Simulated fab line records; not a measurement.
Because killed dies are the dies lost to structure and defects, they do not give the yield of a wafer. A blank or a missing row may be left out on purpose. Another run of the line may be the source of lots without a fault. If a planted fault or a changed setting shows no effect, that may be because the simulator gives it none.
Split-lot study + flow n5-finfet + 21 wafers read from 7 lots, route of 1938 steps

## THE SPLIT ITSELF
At N5_BEOL_M3_COAT_05 (resist thk 30 nm), the setting spin-rpm was moved away from the recipe's 1500 rpm on 5 of the 21 wafers read, by -9.8% to +5.1%. All remaining wafers had this setting at the recipe value.

## FROM THE SPLIT TO THE READING: what the file shows between them, 5 steps
- N5_BEOL_M3_EBR_07
- N5_BEOL_M3_SOFTBAKE_06: time 60 s
- N5_BEOL_M3_EXPOSE_08: exposes mask M3
- N5_BEOL_M3_PEB_09: peb time 60 s
- N5_BEOL_M3_DEVELOP_10: develop time 30 s

## THE READING
CAR-EUV_of_BEOL_M3_COAT_05.thk-nm (the simulator's own value, which no gauge read), in nm, at N5_BEOL_M3_DESCUM_16 (chemistry O2, time 7 s). The file does not state a usual value for it. The 16 wafers here that ran the recipe average 26.0 nm, standard deviation 0.11 nm.

| wafer  | tool, chamber at the split | spin-rpm as run, rpm | against the recipe | CAR-EUV_of_BEOL_M3_COAT_05.thk-nm, nm | against lot-mates on the recipe |
|--------|----------------------------|----------------------|--------------------|---------------------------------------|---------------------------------|
| L075.3 | litho-track-02, 0          | 1500                 | recipe             | 26                                    | -                               |
| L075.5 | litho-track-02, 0          | 1500                 | recipe             | 26                                    | -                               |
| L075.6 | litho-track-02, 0          | 1500                 | recipe             | 26                                    | -                               |
| L080.1 | litho-track-04, 0          | 1353                 | -9.8%              | 27.8                                  | +1.9                            |
| L080.2 | litho-track-04, 0          | 1500                 | recipe             | 26                                    | -                               |
| L080.4 | litho-track-04, 0          | 1500                 | recipe             | 25.8                                  | -                               |
| L081.1 | litho-track-02, 0          | 1500                 | recipe             | 26                                    | -                               |
| L081.4 | litho-track-02, 0          | 1548                 | +3.2%              | 25.4                                  | -0.6                            |
| L081.6 | litho-track-02, 0          | 1548                 | +3.2%              | 25.6                                  | -0.4                            |
| L087.1 | litho-track-01, 0          | 1500                 | recipe             | 26                                    | -                               |
| L087.4 | litho-track-01, 0          | 1500                 | recipe             | 26                                    | -                               |
| L087.3 | litho-track-01, 0          | 1577                 | +5.1%              | 25.2                                  | -0.8                            |
| L089.2 | litho-track-04, 0          | 1500                 | recipe             | 26.2                                  | -                               |
| L089.4 | litho-track-04, 0          | 1500                 | recipe             | 26.2                                  | -                               |
| L089.5 | litho-track-04, 0          | 1500                 | recipe             | 26                                    | -                               |
| L090.1 | litho-track-01, 0          | 1428                 | -4.8%              | 26.8                                  | +0.8                            |
| L090.2 | litho-track-01, 0          | 1500                 | recipe             | 26                                    | -                               |
| L090.5 | litho-track-01, 0          | 1500                 | recipe             | 26                                    | -                               |
| L094.1 | litho-track-02, 0          | 1500                 | recipe             | 26                                    | -                               |
| L094.5 | litho-track-02, 0          | 1500                 | recipe             | 25.8                                  | -                               |
| L094.6 | litho-track-02, 0          | 1500                 | recipe             | 25.8                                  | -                               |

THE FIT
A straight line over all 21 wafers: CAR-EUV_of_BEOL_M3_COAT_05.thk-nm changes by -0.173 nm for each +1% of spin-rpm; r = -0.98; the points scatter about the line by 0.11 nm.
The same after taking each lot's own level away (the mean of its wafers on the recipe; 21 wafers): -0.179 nm for each +1%; r = -0.99; scatter 0.085 nm.
On that fit, the largest move of spin-rpm shifts the reading by 1.8 nm.
From 25.87 to 26.13 nm: that is the span of the lots' own levels, equal to 2.4 times the standard deviation above.
So the lot-to-lot level changes the slope little: the two slopes agree.
Check: +1.57 nm against its lot-mates is what the line predicts for one of the wafers moved furthest among these (-9.8%) when that wafer is left out of the fit. It came out at +1.9 nm against them.

## OTHER SPLITS ON THESE WAFERS
Other splits were also applied to these wafers ahead of the reading. Each is held against what the fit with the lots' levels taken away leaves over:
| other split on the same wafers | wafers away from the commonest value | r with CAR-EUV_of_BEOL_M3_COAT_05.thk-nm (lot level and that fit taken away) |
|--------------------------------|--------------------------------------|------------------------------------------------------------------------------|
| N5_BEOL_M1_EXPOSE_08 dose-mj   | 4                                    | +0.12                                                                        |

## THE WHOLE CHAIN: every reading that the file lists as answering this split, in the file's order
| step                  | what it does           | reading                                                                            | change (the file's fit)               | r (the file's) |
|-----------------------|------------------------|------------------------------------------------------------------------------------|---------------------------------------|----------------|
| N5_BEOL_M3_COAT_05    | resist thk 30 nm       | CAR-EUV_of_BEOL_M3_COAT_05.thk-nm (the simulator's own value, which no gauge read) | -0.16 nm for each +1% of the setting  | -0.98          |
| N5_BEOL_M3_DEVELOP_10 | develop time 30 s      | CAR-EUV_of_BEOL_M3_COAT_05.thk-nm (the simulator's own value, which no gauge read) | -0.165 nm for each +1% of the setting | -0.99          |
| N5_BEOL_M3_DESCUM_16  | chemistry O2, time 7 s | CAR-EUV_of_BEOL_M3_COAT_05.thk-nm (the simulator's own value, which no gauge read) | -0.181 nm for each +1% of the setting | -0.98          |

## FILE'S OWN FIT
CAR-EUV_of_BEOL_M3_COAT_05.thk-nm changes by -0.181 nm for each +1% of spin-rpm, r = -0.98.
